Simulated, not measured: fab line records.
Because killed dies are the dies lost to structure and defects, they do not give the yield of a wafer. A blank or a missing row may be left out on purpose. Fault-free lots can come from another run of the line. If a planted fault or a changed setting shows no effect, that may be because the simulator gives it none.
fab line records -- flow nand-harc
record: lots: 13, wafers: 37, last-day: 34
route steps=1302 shown A_CHANNEL_FILL_D1@509 A_ONON_D2@551
lots with no fault: from the same line, run without faults
start-h: start of the lot's first displayed wafer, in hours after the record's first day -- wait-h: hours elapsed since this lot's preceding step -- " repeats the value in the row above -- L1.1+2: a single row standing in for several wafers -- - no value, or no start was given -- * or withheld: withheld -- < > ~ a bound
route shown NAME@n: a module of which the file shows steps, and the number in the route of the first -- usual: the fault-free wafers' mean and standard deviation -- same: alike in all rows -- chamber/n: place in a boat -- sites: the reading at each site -- _std_site: how widely they spread, as a standard deviation -- _edge_site: mean of outer sites minus mean of inner sites -- radius-mm: for every site, how far away it sits from the centre of the wafer -- mask NAME#n: copy n -- behind: the last tool/chamber to shape the wafer -- hold: why the lot went on hold/how many hours it stayed there/how the hold came to an end -- device: the n, p or np transistor that did not switch -- end of line: the route-end tests of the same wafers -- a step without rows: its recipe alone -- killed: count of dies lost to structure and defects at first sort (not the wafer's yield) -- map: a wafer's dies, x killed, . not, _ none there
set.NAME: the setting that was run; set.NAME@STEP: the one run at that earlier step -- model.NAME: the simulator's own value behind a step, which no gauge read
a sample of lots followed through the steps of the route, with each step as a table and each wafer as a row
services: from which hour (start-h, from the record's first day; less than 0 if before it) a tool's chamber was out of use, for how many hours, and why
== steps ==
step: NHARC_A_CHANNEL_FILL_D1_STRIP_29
recipe: time-s: 20, o2-flow-sccm: 500, ar-flow-sccm: 0, bias-w: 0, chemistry: O2
usual: drypump-motor-current-A: 5.9/0.4, oes-product-au: 1.000/0.0071, rf-vpp-V: 57.6/0.84, showerhead-plenum-p-Torr: 3.45/0.14, throttle-valve-pct: 17.035/0.0091
lot.wafer,tool,chamber,start-h,wait-h,drypump-motor-current-A,oes-product-au,rf-hours-counter-h,rf-vpp-V,showerhead-plenum-p-Torr,throttle-valve-pct
L867.4,rie-diel-04,3,-,-,5.8,1.003,2.1,56.6,3.43,17.035
L867.6,rie-diel-04,0,-,-,5.8,1.004,-,57.0,3.54,17.025
L867.5,rie-diel-04,1,-,-,5.6,1.015,-,57.8,3.30,17.037
L871.4,rie-diel-04,0,271.44,0.1,5.7,1.001,5.7,57.4,3.53,17.050
L871.3,rie-diel-04,1,271.44,0.1,5.6,1.011,5.4,55.3,3.30,17.034
L871.1,rie-diel-04,2,271.44,0.1,6.4,0.994,4.8,56.1,3.44,17.026
L873.1,rie-diel-04,0,-,-,5.8,1.002,7.0,57.2,3.53,17.038
L873.3,rie-diel-04,2,-,-,6.4,0.992,5.7,58.1,3.44,17.031
L873.5,rie-diel-04,3,-,-,5.8,1.006,-,58.1,3.43,17.031
L874.3,rie-diel-10,0,-,-,6.6,0.991,3.3,57.7,3.37,17.042
L874.4,rie-diel-10,2,-,-,5.7,0.988,2.6,57.5,3.31,17.044
L874.1,rie-diel-10,3,-,-,6.3,1.005,2.9,58.0,3.30,17.048
L875.3,rie-diel-04,2,-,-,6.4,1.010,6.7,58.6,3.44,17.037
L875.1,rie-diel-04,3,-,-,5.7,1.014,6.5,58.0,3.43,17.050
L875.6,rie-diel-04,1,-,-,5.6,1.008,-,55.9,3.30,17.030
L876.1,rie-diel-10,3,-,-,6.3,0.999,3.3,58.1,3.30,17.030
L876.4,rie-diel-10,0,-,-,6.6,0.994,3.8,57.6,3.36,17.036
L876.6,rie-diel-10,3,-,-,6.3,0.997,-,58.7,3.30,17.039
L879.3,rie-diel-10,0,346.92,0.1,6.6,0.996,6.6,56.9,3.36,17.044
L879.2,rie-diel-10,1,346.92,0.1,5.2,1.008,6.1,57.7,3.65,17.042
L880.2,rie-diel-02,2,-,-,5.7,0.992,4.5,56.5,3.48,17.033
L880.6,rie-diel-02,3,-,-,5.4,1.000,-,57.7,3.33,17.035
L880.5,rie-diel-02,0,-,-,6.3,1.000,-,58.1,3.63,17.033
L881.2,rie-diel-10,2,-,-,5.8,0.986,8.7,56.3,3.31,17.039
L881.5,rie-diel-10,3,-,-,6.3,1.004,-,57.3,3.30,17.035
L886.2,rie-diel-04,2,-,-,6.4,1.011,2.7,57.0,3.44,17.034
L886.5,rie-diel-04,3,-,-,5.8,0.998,-,58.4,3.42,17.026
L886.6,rie-diel-04,0,-,-,5.8,1.002,-,58.3,3.53,17.046
L887.4,rie-diel-04,0,-,-,5.8,0.993,3.5,59.9,3.53,17.036
L887.2,rie-diel-04,1,-,-,5.6,1.000,2.7,57.4,3.29,17.040
L887.6,rie-diel-04,2,-,-,6.4,1.008,-,57.2,3.44,17.027
L890.4,rie-diel-02,1,-,-,6.0,1.001,4.9,59.6,3.75,17.041
L890.2,rie-diel-02,0,-,-,6.3,1.010,0.8,57.0,3.63,17.019
L890.6,rie-diel-02,1,-,-,6.0,0.998,-,59.4,3.75,17.030
L889.1,rie-diel-04,3,-,-,5.8,0.999,4.5,58.0,3.42,17.027
L889.2,rie-diel-04,0,-,-,5.8,1.004,4.3,58.1,3.53,17.033
L889.3,rie-diel-04,1,-,-,5.6,1.012,3.7,57.8,3.29,17.032
step: NHARC_A_CHANNEL_FILL_D1_CMP_10
recipe: target-thk-nm: 150
usual: motor-current-A: 12.9/1.2, retaining-ring-pressure-frac: 1.000/0.005, time-to-endpoint-s: 15.7/1.7
lot.wafer,tool,chamber,start-h,wait-h,motor-current-A,retaining-ring-pressure-frac,time-to-endpoint-s
L867.4,cmp-02,2,239.76,0.4,12.4,1.005,17.8
L867.5,cmp-02,3,239.76,0.4,11.4,0.999,16.8
L867.6,cmp-02,0,239.76,0.4,12.0,1.004,14.6
L871.1,cmp-04,1,277.06,0.4,12.7,0.994,19.3
L871.4,cmp-04,3,277.06,0.4,13.0,1.001,16.8
L871.3,cmp-04,0,277.06,0.4,13.5,1.000,19.4
L873.1,cmp-02,3,288.83,0.4,12.1,0.996,19.1
L873.3,cmp-02,1,288.83,0.4,12.5,0.997,18.0
L873.5,cmp-02,0,288.83,0.4,10.9,1.003,16.9
L874.1,cmp-02,3,314.20,0.4,11.5,0.999,14.7
L874.3,cmp-02,1,314.20,0.4,12.6,1.001,13.6
L874.4,cmp-02,2,314.20,0.4,13.7,0.996,13.1
L875.1,cmp-01,1,318.69,0.4,12.1,0.997,12.7
L875.3,cmp-01,2,318.69,0.4,12.6,0.994,12.9
L875.6,cmp-01,0,318.69,0.4,15.8,1.002,14.9
L876.1,cmp-01,2,326.15,0.4,12.7,0.992,16.2
L876.4,cmp-01,3,326.15,0.4,13.1,1.004,15.5
L876.6,cmp-01,1,326.15,0.4,11.4,1.006,14.8
L879.3,cmp-04,1,352.66,0.4,12.9,0.997,16.9
L879.2,cmp-04,0,352.66,0.4,13.8,0.997,15.4
L880.2,cmp-02,0,367.22,0.4,11.5,1.000,16.0
L880.6,cmp-02,3,367.22,0.4,11.7,1.003,15.3
L880.5,cmp-02,0,367.22,0.4,11.4,1.008,17.6
L881.2,cmp-04,1,385.74,0.4,13.0,1.003,10.2
L881.5,cmp-04,1,385.74,0.4,12.7,1.008,12.5
L886.2,cmp-01,3,421.61,0.4,12.6,0.996,18.3
L886.6,cmp-01,0,421.61,0.4,15.2,1.007,16.3
L886.5,cmp-01,1,421.61,0.4,11.6,0.995,17.5
L887.4,cmp-02,2,443.76,0.4,14.0,1.001,17.9
L887.2,cmp-02,3,443.76,0.4,11.6,1.001,14.7
L887.6,cmp-02,0,443.76,0.4,12.3,1.003,18.3
L890.2,cmp-01,3,464.35,0.4,12.9,1.003,16.3
L890.4,cmp-01,2,464.35,0.4,12.2,1.008,15.5
L890.6,cmp-01,0,464.35,0.4,16.0,0.995,12.7
L889.2,cmp-04,3,464.35,0.4,12.3,1.002,18.4
L889.1,cmp-04,1,464.35,0.4,12.8,0.990,16.8
L889.3,cmp-04,2,464.35,0.4,13.4,0.993,16.0
step: NHARC_A_CHANNEL_FILL_D1_INSPECT_13
usual: raw-defect-count: 341/120
lot.wafer,tool,chamber,start-h,wait-h,raw-defect-count
L867.4,defect-inspect-01,-,240.10,0.0,424
L867.5,defect-inspect-01,-,240.10,0.0,688
L867.6,defect-inspect-01,-,240.10,0.0,711
L871.1,defect-inspect-02,-,277.47,0.0,263
L871.3,defect-inspect-02,-,277.47,0.0,126
L871.4,defect-inspect-02,-,277.47,0.0,321
L873.1,defect-inspect-02,-,289.25,0.0,261
L873.3,defect-inspect-02,-,289.25,0.0,330
L873.5,defect-inspect-02,-,289.25,0.0,325
L874.1,defect-inspect-02,-,314.62,0.0,174
L874.3,defect-inspect-02,-,314.62,0.0,291
L874.4,defect-inspect-02,-,314.62,0.0,234
L875.1,defect-inspect-02,-,319.06,0.0,391
L875.3,defect-inspect-02,-,319.06,0.0,243
L875.6,defect-inspect-02,-,319.06,0.0,309
L876.1,defect-inspect-02,-,326.53,0.0,364
L876.4,defect-inspect-02,-,326.53,0.0,357
L876.6,defect-inspect-02,-,326.53,0.0,352
L879.2,defect-inspect-01,-,353.08,0.0,283
L879.3,defect-inspect-01,-,353.08,0.0,231
L880.2,defect-inspect-01,-,367.61,0.0,329
L880.5,defect-inspect-01,-,367.61,0.0,237
L880.6,defect-inspect-01,-,367.61,0.0,214
L881.2,defect-inspect-02,-,386.12,0.0,426
L881.5,defect-inspect-02,-,386.12,0.0,585
L886.2,defect-inspect-01,-,421.95,0.0,380
L886.5,defect-inspect-01,-,421.95,0.0,279
L886.6,defect-inspect-01,-,421.95,0.0,396
L887.2,defect-inspect-02,-,444.12,0.0,568
L887.4,defect-inspect-02,-,444.12,0.0,272
L887.6,defect-inspect-02,-,444.12,0.0,195
L890.2,defect-inspect-01,-,464.76,0.0,283
L890.4,defect-inspect-01,-,464.76,0.0,306
L890.6,defect-inspect-01,-,464.76,0.0,220
L889.1,defect-inspect-02,-,464.77,0.0,236
L889.2,defect-inspect-02,-,464.77,0.0,328
L889.3,defect-inspect-02,-,464.77,0.0,260
step: NHARC_A_ONON_D2_DEP_09
recipe: target-thk-a: 10000, n2-flow-sccm: 2750, n2o-flow-sccm: 2000, nh3-flow-sccm: 500, sih4-flow-sccm: 210, temp-c: 400
usual: sih4-flow-sccm: 210.0/0.55
lot.wafer,tool,chamber,start-h,wait-h,sih4-flow-sccm
L867.4,pecvd-onon-01,0,282.56,0.2,209.9
L867.5,pecvd-onon-01,0,282.56,0.2,211.1
L867.6,pecvd-onon-01,0,282.56,0.2,209.6
L871.1,pecvd-onon-03,0,314.95,0.1,210.7
L871.3,pecvd-onon-03,0,314.95,0.1,210.0
L871.4,pecvd-onon-03,0,314.95,0.1,209.7
L873.1,pecvd-onon-01,0,324.89,0.1,209.8
L873.3,pecvd-onon-01,0,324.89,0.1,210.4
L873.5,pecvd-onon-01,0,324.89,0.1,210.7
L874.1,pecvd-onon-01,0,349.95,0.1,209.4
L874.3,pecvd-onon-01,0,349.95,0.1,209.5
L874.4,pecvd-onon-01,0,349.95,0.1,209.7
L875.1,pecvd-onon-02,0,354.01,0.1,209.5
L875.3,pecvd-onon-02,0,354.01,0.1,210.9
L875.6,pecvd-onon-02,0,354.01,0.1,209.9
L876.1,pecvd-onon-03,0,363.02,0.1,210.4
L876.4,pecvd-onon-03,0,363.02,0.1,210.7
L876.6,pecvd-onon-03,0,363.02,0.1,210.0
L879.2,pecvd-onon-01,0,388.70,0.1,210.0
L879.3,pecvd-onon-01,0,388.70,0.1,210.3
L880.2,pecvd-onon-01,0,410.51,0.1,209.3
L880.5,pecvd-onon-01,0,410.51,0.1,209.2
L880.6,pecvd-onon-01,0,410.51,0.1,209.3
L881.2,pecvd-onon-01,0,424.26,0.1,211.2
L881.5,pecvd-onon-01,0,424.26,0.1,210.0
L886.2,pecvd-onon-03,0,459.77,0.1,211.1
L886.5,pecvd-onon-03,0,459.77,0.1,210.8
L886.6,pecvd-onon-03,0,459.77,0.1,209.3
L887.2,pecvd-onon-03,0,480.03,0.1,210.0
L887.4,pecvd-onon-03,0,480.03,0.1,209.6
L887.6,pecvd-onon-03,0,480.03,0.1,209.6
L889.1,pecvd-onon-02,0,512.22,0.1,210.5
L889.2,pecvd-onon-02,0,512.22,0.1,209.8
L889.3,pecvd-onon-02,0,512.22,0.1,209.6
L890.2,pecvd-onon-03,0,512.28,0.1,210.1
L890.4,pecvd-onon-03,0,512.28,0.1,210.3
L890.6,pecvd-onon-03,0,512.28,0.1,210.6
step: NHARC_A_ONON_D2_THK_MEAS_11
recipe: thk-meas-gauge: ellipsometry
usual: thk-nm: 1000/10
lot.wafer,tool,chamber,start-h,wait-h,thk-nm
L867.4,film-metro-01,-,282.90,-,993
L867.5,film-metro-01,-,282.90,-,995
L867.6,film-metro-01,-,282.90,-,994
L871.1,film-metro-01,-,315.46,-,1007
L871.3,film-metro-01,-,315.46,-,1005
L871.4,film-metro-01,-,315.46,-,1006
L873.1,film-metro-02,-,325.40,-,1022
L873.3,film-metro-02,-,325.40,-,1022
L873.5,film-metro-02,-,325.40,-,1020
L874.1,film-metro-02,-,350.46,-,1001
L874.3,film-metro-02,-,350.46,-,1002
L874.4,film-metro-02,-,350.46,-,1001
L875.1,film-metro-01,-,354.52,-,982
L875.3,film-metro-01,-,354.52,-,984
L875.6,film-metro-01,-,354.52,-,985
L876.1,film-metro-01,-,363.53,-,976
L876.4,film-metro-01,-,363.53,-,977
L876.6,film-metro-01,-,363.53,-,976
L879.2,film-metro-01,-,389.16,-,1451
L879.3,film-metro-01,-,389.16,-,995
L880.2,film-metro-02,-,410.96,-,1468
L880.5,film-metro-02,-,410.96,-,1470
L880.6,film-metro-02,-,410.96,-,1016
L881.2,film-metro-01,-,424.71,-,1478
L881.5,film-metro-01,-,424.71,-,1479
L886.2,film-metro-01,-,460.21,-,992
L886.5,film-metro-01,-,460.21,-,992
L886.6,film-metro-01,-,460.21,-,990
L887.2,film-metro-01,-,480.48,-,1001
L887.4,film-metro-01,-,480.48,-,1001
L887.6,film-metro-01,-,480.48,-,1002
L890.2,film-metro-01,-,512.73,-,1002
L890.4,film-metro-01,-,512.73,-,1002
L890.6,film-metro-01,-,512.73,-,1000
L889.1,film-metro-02,-,512.74,-,1004
L889.2,film-metro-02,-,512.74,-,1005
L889.3,film-metro-02,-,512.74,-,1002
== services ==
tool,chamber,start-h,hours,kind
cmp-02,-,211.45,2.3,repair
cmp-01,-,217.49,1.1,repair
cmp-01,-,220.37,5.2,repair
rie-diel-04,3,225.27,8.1,repair
pecvd-onon-03,-,227.00,13.0,pm
cmp-02,-,232.50,4.0,pm
pecvd-onon-03,-,247.38,4.6,repair
rie-diel-04,2,266.46,4.8,repair
pecvd-onon-01,-,269.21,13.0,pm
rie-diel-04,0,296.28,1.6,repair
rie-diel-04,-,299.33,2.6,repair
rie-diel-04,-,302.68,0.5,repair
cmp-02,-,317.79,2.6,repair
cmp-02,-,330.50,4.0,pm
rie-diel-04,-,341.33,1.8,repair
rie-diel-04,-,354.90,9.0,pm
cmp-02,-,362.20,1.3,repair
pecvd-onon-01,-,389.10,10.2,repair
rie-diel-04,1,389.77,7.9,repair
pecvd-onon-03,-,408.00,13.0,pm
cmp-02,-,428.50,4.0,pm
pecvd-onon-01,-,450.21,13.0,pm
cmp-02,-,456.65,6.1,repair
cmp-02,-,511.17,1.7,repair
== key ==
first-sign: step: NHARC_A_ONON_D2_THK_MEAS_11, reading: thk-nm, direction: up, sigmas: 45, usual: 1000, struck: 1469
effect none on later readings
met-at NHARC_A_ONON_D2_DEP_09
struck-lots L879,L880,L881
struck-wafers L879.2,L880.2,L880.5,L881.2,L881.5
sort-left-out L879.2,L881.2,L881.5
tester-left-out L879,L880,L881
not-acting-at NHARC_A_CHANNEL_FILL_D1_STRIP_29,NHARC_A_CHANNEL_FILL_D1_CMP_10,NHARC_A_CHANNEL_FILL_D1_INSPECT_13
onset-between 349.95 388.70
fault: kind: process-parameter-drift, tool: pecvd-onon-01, chamber: -, onset-h: 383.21, steps: NHARC_A_ONON_D2_DEP_09, channel: target-thk-a, offset: *, shape: step, end-h: 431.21, scope: struck-wafers-only, acts-in: *, stated: *
tester-left-out: of these lots the tester's yield and bins aren't shown, on N5 and GAA mostly nor the transistor test; their killed dies are dies lost to structure and defects alone, not to doping, threshold or leakage, so they don't give the yield
sort-left-out: the simulated sort isn't trusted on such a fault, so these wafers' sort isn't shown, and their yield isn't known
